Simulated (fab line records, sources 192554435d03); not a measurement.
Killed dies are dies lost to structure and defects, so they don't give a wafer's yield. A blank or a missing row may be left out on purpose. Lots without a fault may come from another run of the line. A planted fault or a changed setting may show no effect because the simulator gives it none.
Split-lot experiment | flow n5_finfet | 7 lots, 21 wafers read, on a route of 1938 steps

THE SPLIT
At N5_BEOL_M3_TRENCH_ETCH_37 (etches SiOC in C4F6/O2, target depth 55.555 nm, time 29.2 s), the setting bias_w was moved away from the recipe's 185 W on 8 of the 21 wafers read, by -17.0% to +16.5%. The other wafers ran this setting at the recipe's value.

The reading is taken at the split's own step.

THE READING
rf_vpp_V, in V, at N5_BEOL_M3_TRENCH_ETCH_37 (etches SiOC in C4F6/O2, target depth 55.555 nm, time 29.2 s). Fault-free wafers of this fab line usually give 668 V, standard deviation 18 V.

wafer  | tool, chamber at the split | bias_w as run, W | against the recipe | rf_vpp_V, V | against lot-mates on the recipe
L075.1 | rie_diel-01, 2             | 185              | recipe             | 703         | -
L075.3 | rie_diel-01, 3             | 153.6            | -17.0%             | 575         | -118
L075.4 | rie_diel-01, 1             | 185              | recipe             | 684         | -
L079.1 | rie_diel-03, 3             | 215.6            | +16.5%             | 773         | +100
L079.3 | rie_diel-03, 1             | 185              | recipe             | 660         | -
L079.5 | rie_diel-03, 3             | 185              | recipe             | 686         | -
L081.2 | rie_diel-03, 2             | 185              | recipe             | 658         | -
L081.4 | rie_diel-03, 3             | 185              | recipe             | 684         | -
L081.6 | rie_diel-03, 3             | 185              | recipe             | 687         | -
L083.1 | rie_diel-02, 3             | 207.5            | +12.2%             | 707         | +68
L083.4 | rie_diel-02, 1             | 207.5            | +12.2%             | 727         | +88
L083.5 | rie_diel-02, 2             | 185              | recipe             | 639         | -
L085.1 | rie_diel-03, 3             | 185              | recipe             | 685         | -
L085.2 | rie_diel-03, 1             | 185              | recipe             | 660         | -
L085.6 | rie_diel-03, 2             | 185              | recipe             | 660         | -
L087.1 | rie_diel-01, 3             | 206              | +11.4%             | 726         | +61
L087.2 | rie_diel-01, 0             | 185              | recipe             | 665         | -
L087.3 | rie_diel-01, 1             | 206              | +11.4%             | 745         | +80
L097.1 | rie_diel-03, 0             | 195.5            | +5.7%              | 681         | -4
L097.3 | rie_diel-03, 3             | 185              | recipe             | 685         | -
L097.5 | rie_diel-03, 2             | 195.5            | +5.7%              | 687         | +2

THE FIT
A straight line over all 21 wafers: rf_vpp_V changes by +5.16 V for each +1% of bias_w; r = +0.91; the points scatter about the line by 17 V.
The same after taking each lot's own level away (the mean of its wafers on the recipe; 21 wafers): +6.27 V for each +1%; r = +0.95; scatter 15 V.
On that fit, the largest move of bias_w shifts the reading by 1.1e+02 V.
The lots' own levels span 639.0 to 693.5 V, that is 3.0 times the standard deviation above.
So the lot-to-lot level changes the slope: the two fits differ.
Check: with one of the wafers moved furthest among these (-17.0%) left out of the fit, the line predicts -104 V for it against its lot-mates. It came out at -118 V against them.
Tool readings at the split's step, against how far the setting was moved: rf_vpp_V r = +0.91.

OTHER SPLITS ON THESE WAFERS
These wafers also went through other splits before the reading. Each is held against what the fit with the lots' levels taken away leaves over:
other split on the same wafers | wafers away from the commonest value | r with rf_vpp_V (lot level and that fit taken away)
N5_BEOL_M1_ALD_98 ald_cycles   | 8                                    | -0.23
N5_BEOL_M2_ETCH_69 bias_w      | 6                                    | -0.31

THE WHOLE CHAIN: every reading that the file lists as answering this split, in the file's order
step                      | what it does                                                | reading                                                                   | change (the file's fit)               | r (the file's)
N5_BEOL_M3_TRENCH_ETCH_37 | etches SiOC in C4F6/O2, target depth 55.555 nm, time 29.2 s | rf_vpp_V                                                                  | +6.22 V for each +1% of the setting   | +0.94
N5_BEOL_M3_TRENCH_ETCH_37 | etches SiOC in C4F6/O2, target depth 55.555 nm, time 29.2 s | BEOL_M3.feature_depth_nm (the simulator's own value, which no gauge read) | +0.191 nm for each +1% of the setting | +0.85

THE FILE'S OWN FIT
rf_vpp_V changes by +6.22 V for each +1% of bias_w, r = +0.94.
